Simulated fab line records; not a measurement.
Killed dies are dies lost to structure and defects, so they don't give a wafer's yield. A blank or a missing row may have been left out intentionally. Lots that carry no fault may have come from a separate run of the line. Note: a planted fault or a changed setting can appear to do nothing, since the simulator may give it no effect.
What tool caused it? -- flow n5-finfet -- Sampling: 15 lots, 42 wafers, 4 of 1938 route steps

== WHAT THE GAUGES READ, wafer by wafer ==
The record holds no reading of a measuring or inspecting step that can be judged against a usual standard deviation.

== EACH LOT AND THE TOOL THAT RAN IT (in order: tool; ch and the chambers of the sampled wafers; start) ==
lot,N5_PMOS_HMC_CHANNEL_EPI_PEB_07,N5_PMOS_HMC_CHANNEL_EPI_FIN_RECESS_16,N5_PMOS_HMC_CHANNEL_EPI_EPI_26,N5_FIN_SAQP_ETCH_52
L143,"litho-track-03 ch 0, day 1 16:49","rie-si-01 ch 0,2, day 1 17:25","epi-rpcvd-02 ch 0, day 1 19:23","rie-diel-02 ch 1,3, day 1 21:36"
L147,"litho-track-05 ch 0, day 2 17:11","rie-si-01 ch 0,2, day 2 17:49","epi-rpcvd-01 ch 0, day 2 20:08","rie-diel-04 ch 1,2, day 2 22:20"
L149,"litho-track-05 ch 0, day 3 04:55","rie-si-03 ch 1,2, day 3 05:35","epi-rpcvd-02 ch 0, day 3 07:53","rie-diel-04 ch 1,3, day 3 09:44"
L150,"litho-track-03 ch 0, day 3 11:44","rie-si-05 ch 0,1, day 3 12:33","epi-rpcvd-02 ch 0, day 3 15:10","rie-diel-04 ch 1, day 3 18:39"
L151,"litho-track-05 ch 0, day 3 17:50","rie-si-03 ch 0,1,2, day 3 18:28","epi-rpcvd-02 ch 0, day 3 20:50","rie-diel-01 ch 0,2, day 3 23:47"
L152,"litho-track-03 ch 0, day 4 01:34","rie-si-03 ch 0,1,3, day 4 02:10","epi-rpcvd-02 ch 0, day 4 04:09","rie-diel-01 ch 0,3, day 4 05:57"
L154,"litho-track-05 ch 0, day 4 11:22","rie-si-01 ch 1,3, day 4 11:58","epi-rpcvd-02 ch 0, day 4 14:25","rie-diel-02 ch 1,3, day 4 17:20"
L155,"litho-track-05, day 4 16:58","rie-si-05 ch 0,1, day 4 17:34","epi-rpcvd-04 ch 0, day 4 19:53",-
L156,"litho-track-05, day 4 23:10","rie-si-03 ch 1,2, day 5 00:05","epi-rpcvd-01 ch 0, day 5 02:29",-
L157,"litho-track-05, day 5 05:47","rie-si-05 ch 0,2,3, day 5 06:28","epi-rpcvd-02 ch 0, day 5 08:24",-
L162,"litho-track-05 ch 0, day 6 11:17","rie-si-01 ch 0,3, day 6 11:54","epi-rpcvd-02 ch 0, day 6 14:13","rie-diel-02 ch 0,1,2, day 6 16:13"
L163,"litho-track-05 ch 0, day 6 17:15","rie-si-01 ch 0,3, day 6 18:04","epi-rpcvd-01 ch 0, day 6 19:58","rie-diel-01 ch 1,2, day 6 21:58"
L164,"litho-track-02 ch 0, day 6 23:02","rie-si-03 ch 0,3, day 6 23:39","epi-rpcvd-04 ch 0, day 7 01:50","rie-diel-01 ch 1,2,3, day 7 05:40"
L165,"litho-track-03 ch 0, day 7 04:50","rie-si-01 ch 0,1, day 7 05:39","epi-rpcvd-04 ch 0, day 7 08:13","rie-diel-02 ch 1,2, day 7 10:04"
L166,"litho-track-03 ch 0, day 7 11:21","rie-si-01 ch 0,1,2, day 7 12:16","epi-rpcvd-02 ch 0, day 7 14:39","rie-diel-01 ch 0,1,3, day 7 16:41"
- N5_PMOS_HMC_CHANNEL_EPI_PEB_07: peb time 60 s.
- N5_PMOS_HMC_CHANNEL_EPI_FIN_RECESS_16: chemistry HBr/Cl2, target Si, target depth 54 nm, time 18 s.
- N5_PMOS_HMC_CHANNEL_EPI_EPI_26: deposits Si from SiH4/H2, target thk 3.8 nm, time 22.7 s.
- N5_FIN_SAQP_ETCH_52: etches SOC in N2/H2, target depth 100 nm, overetch 20 nm, time 150 s.

== AS READ BY THE TOOLS THEMSELVES (means over the sampled wafers that have a number; for cases with no such wafer, the mark the record gives instead) ==
N5_PMOS_HMC_CHANNEL_EPI_PEB_07.
lot,tool,chill-plate-temp-C (C),exhaust-pa (Pa)
L143,litho-track-03,22.96,44.7
L147,litho-track-05,22.93,44.2
L149,litho-track-05,23.06,43.2
L150,litho-track-03,23.02,44.7
L151,litho-track-05,22.98,46.2
L152,litho-track-03,22.96,44.6
L154,litho-track-05,22.99,44.6
L155,litho-track-05,-,-
L156,litho-track-05,-,-
L157,litho-track-05,-,-
L162,litho-track-05,22.97,45.1
L163,litho-track-05,23.10,45.3
L164,litho-track-02,22.89,45.5
L165,litho-track-03,23.08,44.3
L166,litho-track-03,23.05,45.3

N5_PMOS_HMC_CHANNEL_EPI_FIN_RECESS_16.
lot,tool,chamber-pressure-mTorr (mTorr),drypump-motor-current-A (A),oes-product-au (a.u.),throttle-valve-pct (%)
L143,rie-si-01,9.997,5.47,1.006,36.0
L147,rie-si-01,10.009,5.44,1.005,36.0
L149,rie-si-03,9.994,5.34,0.978,35.3
L150,rie-si-05,9.990,5.30,0.990,35.2
L151,rie-si-03,9.992,5.39,0.994,35.2
L152,rie-si-03,9.994,5.28,0.989,35.1
L154,rie-si-01,10.005,5.31,1.001,35.6
L155,rie-si-05,10.004,5.20,0.983,35.2
L156,rie-si-03,10.004,5.37,0.976,35.2
L157,rie-si-05,10.001,5.41,0.992,35.6
L162,rie-si-01,9.994,5.53,1.019,35.4
L163,rie-si-01,10.002,5.54,1.012,35.6
L164,rie-si-03,10.002,5.30,1.006,35.2
L165,rie-si-01,10.005,5.32,0.990,35.9
L166,rie-si-01,10.011,5.23,0.992,36.1

N5_PMOS_HMC_CHANNEL_EPI_EPI_26.
lot,tool,throttle-valve-pct (%)
L143,epi-rpcvd-02,11.30
L147,epi-rpcvd-01,11.02
L149,epi-rpcvd-02,11.59
L150,epi-rpcvd-02,11.38
L151,epi-rpcvd-02,11.26
L152,epi-rpcvd-02,11.31
L154,epi-rpcvd-02,11.31
L155,epi-rpcvd-04,11.64
L156,epi-rpcvd-01,11.11
L157,epi-rpcvd-02,11.35
L162,epi-rpcvd-02,11.33
L163,epi-rpcvd-01,11.06
L164,epi-rpcvd-04,11.33
L165,epi-rpcvd-04,11.34
L166,epi-rpcvd-02,11.23

N5_FIN_SAQP_ETCH_52.
lot,tool,chamber-pressure-mTorr (mTorr),drypump-motor-current-A (A),oes-product-au (a.u.),rf-vpp-V (V),showerhead-plenum-p-Torr (Torr),temp-c (C),throttle-valve-pct (%)
L143,rie-diel-02,30.016,5.1,0.69,525.0,2.60,40.07,17.93
L147,rie-diel-04,30.000,5.3,0.69,525.8,2.61,40.02,18.05
L149,rie-diel-04,29.990,5.8,0.71,525.2,2.60,39.93,17.74
L150,rie-diel-04,30.005,5.8,0.73,525.0,2.57,39.97,17.66
L151,rie-diel-01,29.996,6.0,0.72,523.6,2.49,39.92,17.68
L152,rie-diel-01,29.981,5.7,0.70,521.5,2.46,39.82,17.96
L154,rie-diel-02,30.001,5.1,0.74,525.0,2.58,40.01,17.84
L162,rie-diel-02,30.016,5.7,0.71,524.4,2.57,39.96,17.84
L163,rie-diel-01,29.999,5.7,0.72,522.8,2.48,40.01,17.48
L164,rie-diel-01,29.992,5.6,0.71,522.6,2.49,40.08,17.72
L165,rie-diel-02,30.002,5.6,0.70,526.2,2.65,40.11,17.91
L166,rie-diel-01,30.024,5.8,0.69,521.4,2.44,40.06,17.77

== THE ANSWER, worked out from the rows above alone ==
Rule: what is usual is taken from the lots themselves. The widest of any qualifying gaps counts: lots, ordered by their means at a reading, are off when they make up no more than a third of the lots, leave a main group of 4 or more, and stand apart from it by 3 or more times the standard deviation of that group's means. If all means in a main group match to the digits the tables above print for the reading, that group is not used. A lot without any number at a reading at which 4 lots or more have one is off too. The other lots that the step has rows for count as sound. After the gauges, taken in route order, come the tools' own readings; for these a lot's mean is taken, as printed above. At the first step where some lot is off, the reading lying furthest off is the one used; lots without a number count as furthest.
Off at N5_PMOS_HMC_CHANNEL_EPI_PEB_07 (chill-plate-temp-C): L155, L156, L157. Without a number there: L155, L156, L157. Mean 23.00 C and standard deviation 0.061 in the main group.
A tool fits if, at that step or a process step before it, it ran every lot that is off, and no sound lot after the first of them. Of those tried, none fits.

== WHAT THE SIMULATOR HAD INSERTED ==
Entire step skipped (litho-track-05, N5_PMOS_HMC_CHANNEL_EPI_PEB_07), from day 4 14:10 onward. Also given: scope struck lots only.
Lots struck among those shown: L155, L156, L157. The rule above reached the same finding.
